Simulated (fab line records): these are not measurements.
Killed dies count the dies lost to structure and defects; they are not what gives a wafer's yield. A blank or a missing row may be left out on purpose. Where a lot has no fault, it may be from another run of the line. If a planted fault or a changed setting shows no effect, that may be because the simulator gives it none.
Problem report in the 8D (eight disciplines) form, filled by code | flow nand_harc | the parts of the form that need people (team, actions taken, sign-off) are left out

1. THE ISSUE
NHARC_P_M0_CD_MEAS_09, cd_nm: mean 66.3 nm on 3 wafers (1 lot); fault-free wafers 90.1 nm, standard deviation 0.39. Relative to the usual mean, that is a shift of -61 standard deviations.
The step: target cd 90 nm.
First seen on wafer L749.1, day 9 20:18, on cd_sem-02. Wafers with a number at this step in the record: 39, from 13 lots. The rule behind "out" and "out of limits": a value lying over 4 standard deviations away from the usual mean. Any other wafer with a number is counted as sound.

2. WHAT IT IS AND WHAT IT IS NOT
question                    | is                     | is not
which readings at this step | cd_nm                  | -
which lots                  | L749                   | L734, L736, L737, L738, L739, L740, L742, L743, L751, L752, L754, L755
which wafers of those lots  | all that have a number | -
read on which gauges        | cd_sem-02              | cd_sem-01, cd_sem-03
when                        | from day 9 20:18       | up to then (24 sound wafers); but 12 sound wafers of L751, L752, L754, L755 came after

3. THE SUSPECTS, EACH WITH WHAT RULES IT OUT
Counting: a tool at a process step up to the reading stays a suspect if it ran every lot that is out and no sound lot after the first of them.
- the gauge at NHARC_P_M0_CD_MEAS_09 has been ruled out. All the wafers that are out were read on cd_sem-02, but those of them that NHARC_P_M0_EXPOSE_06 has rows for are out there too, on other tools.
- rie_diel-06 at NHARC_P_CONTACT_DESCUM_17 (chemistry O2, time 3 s): ruled out as a lasting fault. Following L749 (day 9 15:37), the first lot on it that is out, the sound lots L752 were run on it.
- rie_diel-06 at NHARC_P_CONTACT_ETCH_31 (etches the open film in CH3F/O2, target depth 30 nm, time 85.7 s): ruled out as a lasting fault. Following L749 (day 9 20:10), the first lot on it that is out, the sound lots L752 were run on it. NHARC_P_CONTACT_ETCH_31 gives no start for some lots, so the hours and the order of its lots are those of NHARC_P_M0_EXPOSE_06.
- arfi_scanner-02 at NHARC_P_M0_EXPOSE_06 (exposes mask P M0, target cd 90 nm): kept. It ran the lot that is out, L749 (day 9 20:10), and no sound lot after that; its last sound lot up to then is L743 (day 9 00:27). Out on those wafers are its own readings of exposure_dose_mJ_cm2.
Left after counting: arfi_scanner-02 at NHARC_P_M0_EXPOSE_06.

4. THE CAUSE (what the simulator had put in)
Process parameter drift: arfi_scanner-02, from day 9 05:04 on, at NHARC_P_M0_EXPOSE_06. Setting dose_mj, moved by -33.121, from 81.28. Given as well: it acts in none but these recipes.
Only this tool survived the counting.

5. THE EFFECT CHAIN, in route order
Each row: a reading whose mean over the struck wafers that have a number lies more than 3 standard deviations from the usual. Scope: only readings with a usual standard deviation given in the record; hours: median across lots of the time from each lot's start at the first step in this table that gives one to its start at this step; sigmas: change in usual standard deviations.
hours | step                  | reading              | usual   | on struck wafers | change | sigmas
0     | NHARC_P_M0_EXPOSE_06  | exposure_dose_mJ_cm2 | 81.27   | 54.73            | -26.54 | -99 or more
0     | NHARC_P_M0_CD_MEAS_09 | cd_nm                | 90.1 nm | 66.3             | -23.8  | -61
The process steps in it:
- NHARC_P_M0_EXPOSE_06: exposes mask P M0, target cd 90 nm.

6. WHAT WOULD HAVE CAUGHT IT SOONER
15 hours passed between the start of the fault at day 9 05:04 and the first reading out of limits at a measuring or inspecting step in this record, taken at day 9 20:18.
Tool's own readings at NHARC_P_M0_EXPOSE_06, exposure_dose_mJ_cm2: out on all struck wafers the step has rows for; an alarm limit on them would have tripped on the first.
By day 9 20:18 the whole set of lots that are out, 1 in number, had already begun NHARC_P_M0_EXPOSE_06 on arfi_scanner-02. Tool hold at that time: it would have spared none of them.
